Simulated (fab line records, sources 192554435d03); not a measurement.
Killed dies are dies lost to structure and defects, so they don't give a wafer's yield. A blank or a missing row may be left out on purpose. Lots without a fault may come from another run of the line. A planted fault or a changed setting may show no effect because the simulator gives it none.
Problem report in the 8D (eight disciplines) form, filled by code | flow n5_finfet | the parts of the form that need people (team, actions taken, sign-off) are left out

1. THE PROBLEM
M6_ILD_THK at N5_BEOL_M6_THK_MEAS_01 reads a mean of 163.8 nm on 2 wafers of 2 lots; wafers without a fault read 154.9 nm with a standard deviation of 1.9. That is +4.7 standard deviations from the usual mean.
First seen on wafer L177.5, day 11 15:28, on film_metro-01. The record holds 31 wafers of 11 lots with a number at this step. Rule for "out", or "out of limits": more than 4 standard deviations from the usual mean. The other wafers with a number count as sound.

2. WHAT IT IS AND WHAT IT IS NOT
question                    | is                           | is not
which readings at this step | M6_ILD_THK                   | -
which lots                  | L177, L179                   | L169, L170, L172, L180, L184, L187, L188, L189, L191
which wafers of those lots  | L177.5, L179.5               | L177.3, L179.1
read on which gauges        | film_metro-01, film_metro-02 | -
when                        | from day 11 15:28            | up to then (10 sound wafers); but 19 sound wafers of L179, L180, L184, L187, L188, L189, L191 came after

3. SUSPECTS, AND WHAT RULES EACH OUT
Counting: a tool at a process step up to the reading stays a suspect if it ran every lot that is out. Sound lots after the first of them don't rule it out here, since some wafers of a struck lot are sound.
- the gauge at N5_BEOL_M6_THK_MEAS_01: ruled out. The wafers that are out were read on 2 gauges (film_metro-01, film_metro-02).
- pvd_sputter-03 at N5_BEOL_M5_SPUTTER_88 (material Cu, target thk 15 nm, time 27.62 s): kept. It ran every lot that is out, first L177 (day 11 12:39); its last sound lot up to then is L170 (day 9 20:27).
- cvd_co-01 at N5_BEOL_M5_CO_CAP_78 (material Co, precursor CCTBA/H2, target thk 2 nm, time 102.1 s): kept. It ran every lot that is out, first L177 (day 11 14:37); its last sound lot up to then is L172 (day 10 11:10).
- pecvd-03 at N5_BEOL_M6_ILD_DEP_00 (deposits SiCOH lowk from DEMS/porogen, target thk 179.75 nm, time 33.4 s): kept. It ran every lot that is out, first L177 (day 11 14:54); its last sound lot up to then is L172 (day 10 11:26).
- Within pecvd-03 at N5_BEOL_M6_ILD_DEP_00: the wafers that are out ran in chamber 2; their sound lot-mates ran in chambers 0, 1.
Left after counting: pvd_sputter-03 at N5_BEOL_M5_SPUTTER_88, cvd_co-01 at N5_BEOL_M5_CO_CAP_78, pecvd-03 at N5_BEOL_M6_ILD_DEP_00.

4. THE CAUSE (what the simulator had put in)
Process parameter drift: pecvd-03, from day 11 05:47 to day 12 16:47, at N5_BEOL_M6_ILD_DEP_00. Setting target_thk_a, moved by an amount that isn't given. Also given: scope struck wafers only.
Counting left 3 suspects, and this tool is among them.

5. THE CHAIN OF EFFECTS, in route order
Each row: a reading whose mean over the struck wafers that have a number lies more than 3 standard deviations from the usual. Only readings for which the record gives a usual standard deviation are gone through. hours: the time from each lot's start at the first step in this table that gives one to its start at this step, as a median over the lots. sigmas: the change in usual standard deviations.
hours | step                   | reading    | usual    | on struck wafers | change | sigmas
0     | N5_BEOL_M6_THK_MEAS_01 | M6_ILD_THK | 154.9 nm | 163.8            | +8.8   | +4.7

6. WHAT WOULD HAVE CAUGHT IT SOONER
In this record the first reading out of limits at a measuring or inspecting step was taken at day 11 15:28, 10 hours after the fault began at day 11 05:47.
Of the tool readings at N5_BEOL_M6_ILD_DEP_00 for which the record gives a usual standard deviation, none was out on any struck wafer, so an alarm limit of 4 standard deviations on them would not have fired.
Of the lots that are out (2), L179 began N5_BEOL_M6_ILD_DEP_00 on pecvd-03 after day 11 15:28. A hold on the tool at that time would have spared it.
